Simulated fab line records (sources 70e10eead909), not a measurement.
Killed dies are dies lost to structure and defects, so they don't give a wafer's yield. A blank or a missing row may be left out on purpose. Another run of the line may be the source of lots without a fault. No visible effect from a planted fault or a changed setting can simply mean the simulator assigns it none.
Matching of chambers + flow nand harc + NHARC_A_CONTACT_DEP_24 on pecvd-02 has 3 sister chambers
The step deposits SiO2, target thk 500 nm. 3 wafers are shown with their chamber, then 12 later ones without.

## EACH WAFER AND ITS CHAMBER
| wafer  | chamber | showerhead vpp V (V) |
|--------|---------|----------------------|
| L088.1 | 1       | 1928                 |
| L091.1 | 0       | 1711                 |
| L091.4 | 2       | 1896                 |

## WAFERS WHOSE CHAMBER IS MISSING
| wafer  | showerhead vpp V (V) |
|--------|----------------------|
| L094.1 | 1869                 |
| L094.2 | 1703                 |
| L094.6 | 1933                 |
| L093.3 | 1920                 |
| L093.4 | 1902                 |
| L093.6 | 1912                 |
| L095.1 | 1915                 |
| L095.4 | 1935                 |
| L095.6 | 1687                 |
| L096.2 | 1892                 |
| L096.3 | 1729                 |
| L096.6 | 1713                 |

## CHAMBER TAKEN BY EACH
| wafer  | from the rows above     | in truth |
|--------|-------------------------|----------|
| L094.1 | 2                       | 2        |
| L094.2 | 0                       | 0        |
| L094.6 | 1                       | 1        |
| L093.3 | can't be placed: 1 or 2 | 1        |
| L093.4 | can't be placed: 2 or 1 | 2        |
| L093.6 | can't be placed: 1 or 2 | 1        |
| L095.1 | can't be placed: 1 or 2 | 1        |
| L095.4 | 1                       | 1        |
| L095.6 | 0                       | 0        |
| L096.2 | 2                       | 2        |
| L096.3 | 0                       | 0        |
| L096.6 | 0                       | 0        |
Correct placement for 8 of the 12. Not placeable from these rows: 4 (in 4, the candidates include the true chamber). Placed wrongly: 0.
How it was worked out, from the rows above alone: a wafer's distance from a chamber is the root of the sum, over the readings, of the square of ((its reading less the chamber's mean) divided by the reading's scatter). The wafer belongs to the nearest chamber; if the next one is less than 2 further off, it can't be placed. Each chamber's mean is taken over the wafers shown for it. The scatter: root of mean squared gap, hidden wafer to nearest shown wafer, with one shown wafer a chamber.
